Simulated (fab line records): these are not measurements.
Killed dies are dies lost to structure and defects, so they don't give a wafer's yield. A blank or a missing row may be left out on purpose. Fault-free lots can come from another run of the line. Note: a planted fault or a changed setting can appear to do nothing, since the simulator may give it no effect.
Matching of chambers :: flow n5 finfet :: N5_BEOL_M3_PRE_CLEAN_60 on cvd co-02 has 3 sister chambers
The step time 15 s. 36 wafers are shown with their chamber, then 12 later ones without.

WAFERS, EACH WITH ITS CHAMBER
wafer: L074.2
chamber: 2
heater power outer w (W): 22
heater power w (W): 88

wafer: L074.3
chamber: 0
heater power outer w (W): 19
heater power w (W): 93

wafer: L074.4
chamber: 0
heater power outer w (W): 19
heater power w (W): 92

wafer: L076.2
chamber: 0
heater power outer w (W): 19
heater power w (W): 94

wafer: L076.3
chamber: 2
heater power outer w (W): 22
heater power w (W): 89

wafer: L076.5
chamber: 0
heater power outer w (W): 20
heater power w (W): 90

wafer: L075.4
chamber: 2
heater power outer w (W): 21
heater power w (W): 90

wafer: L075.5
chamber: 0
heater power outer w (W): 19
heater power w (W): 95

wafer: L075.6
chamber: 1
heater power outer w (W): 11
heater power w (W): 73

wafer: L077.4
chamber: 2
heater power outer w (W): 22
heater power w (W): 87

wafer: L077.5
chamber: 1
heater power outer w (W): 11
heater power w (W): 69

wafer: L077.6
chamber: 0
heater power outer w (W): 20
heater power w (W): 92

wafer: L079.2
chamber: 0
heater power outer w (W): 19
heater power w (W): 91

wafer: L079.5
chamber: 1
heater power outer w (W): 11
heater power w (W): 73

wafer: L079.6
chamber: 2
heater power outer w (W): 22
heater power w (W): 88

wafer: L080.2
chamber: 1
heater power outer w (W): 11
heater power w (W): 71

wafer: L080.3
chamber: 0
heater power outer w (W): 20
heater power w (W): 93

wafer: L080.6
chamber: 2
heater power outer w (W): 22
heater power w (W): 88

wafer: L083.2
chamber: 2
heater power outer w (W): 22
heater power w (W): 90

wafer: L083.3
chamber: 1
heater power outer w (W): 11
heater power w (W): 72

wafer: L083.6
chamber: 1
heater power outer w (W): 11
heater power w (W): 70

wafer: L081.3
chamber: 1
heater power outer w (W): 11
heater power w (W): 71

wafer: L081.5
chamber: 1
heater power outer w (W): 11
heater power w (W): 72

wafer: L081.6
chamber: 0
heater power outer w (W): 19
heater power w (W): 92

wafer: L082.2
chamber: 1
heater power outer w (W): 11
heater power w (W): 70

wafer: L082.4
chamber: 2
heater power outer w (W): 22
heater power w (W): 88

wafer: L082.5
chamber: 0
heater power outer w (W): 20
heater power w (W): 91

wafer: L085.1
chamber: 0
heater power outer w (W): 20
heater power w (W): 94

wafer: L085.2
chamber: 2
heater power outer w (W): 23
heater power w (W): 89

wafer: L085.3
chamber: 1
heater power outer w (W): 11
heater power w (W): 70

wafer: L086.4
chamber: 2
heater power outer w (W): 22
heater power w (W): 87

wafer: L086.5
chamber: 0
heater power outer w (W): 20
heater power w (W): 93

wafer: L086.6
chamber: 1
heater power outer w (W): 11
heater power w (W): 70

wafer: L089.3
chamber: 1
heater power outer w (W): 11
heater power w (W): 71

wafer: L089.4
chamber: 0
heater power outer w (W): 20
heater power w (W): 92

wafer: L089.5
chamber: 1
heater power outer w (W): 11
heater power w (W): 73

SIGNATURES (averages over the wafers above)
reading: heater power outer w
chamber 0: 19.54
chamber 1: 11.00
chamber 2: 22.00
scatter within a chamber: 0.398

reading: heater power w
chamber 0: 92.46
chamber 1: 71.15
chamber 2: 88.40
scatter within a chamber: 1.29
Rule: a wafer lies at a distance from a chamber equal to the root of the sum of squares, over the readings, of (its reading less the chamber's mean, divided by the reading's scatter). If the next closest chamber is less than 2 further off than the closest, the wafer can't be placed; otherwise it belongs to the closest. The scatter is the square root of a quotient: the sum, over the shown wafers, of each reading's squared deviation from its chamber's mean, divided by wafers minus chambers.

WAFERS WITH NO CHAMBER GIVEN
wafer: L087.2
heater power outer w (W): 11
heater power w (W): 72

wafer: L087.4
heater power outer w (W): 20
heater power w (W): 93

wafer: L087.5
heater power outer w (W): 22
heater power w (W): 89

wafer: L090.2
heater power outer w (W): 20
heater power w (W): 92

wafer: L090.3
heater power outer w (W): 22
heater power w (W): 88

wafer: L090.4
heater power outer w (W): 20
heater power w (W): 95

wafer: L091.1
heater power outer w (W): 22
heater power w (W): 90

wafer: L091.3
heater power outer w (W): 11
heater power w (W): 72

wafer: L091.6
heater power outer w (W): 22
heater power w (W): 90

wafer: L095.2
heater power outer w (W): 11
heater power w (W): 71

wafer: L095.3
heater power outer w (W): 20
heater power w (W): 93

wafer: L095.6
heater power outer w (W): 23
heater power w (W): 88

CHAMBER TAKEN BY EACH
wafer: L087.2
from the rows above: 1
in truth: 1

wafer: L087.4
from the rows above: 0
in truth: 0

wafer: L087.5
from the rows above: 2
in truth: 2

wafer: L090.2
from the rows above: 0
in truth: 0

wafer: L090.3
from the rows above: 2
in truth: 2

wafer: L090.4
from the rows above: 0
in truth: 0

wafer: L091.1
from the rows above: 2
in truth: 2

wafer: L091.3
from the rows above: 1
in truth: 1

wafer: L091.6
from the rows above: 2
in truth: 2

wafer: L095.2
from the rows above: 1
in truth: 1

wafer: L095.3
from the rows above: 0
in truth: 0

wafer: L095.6
from the rows above: 2
in truth: 2
Correct placement for 12 of the 12. Not placeable from these rows: 0. Wrongly placed: 0.
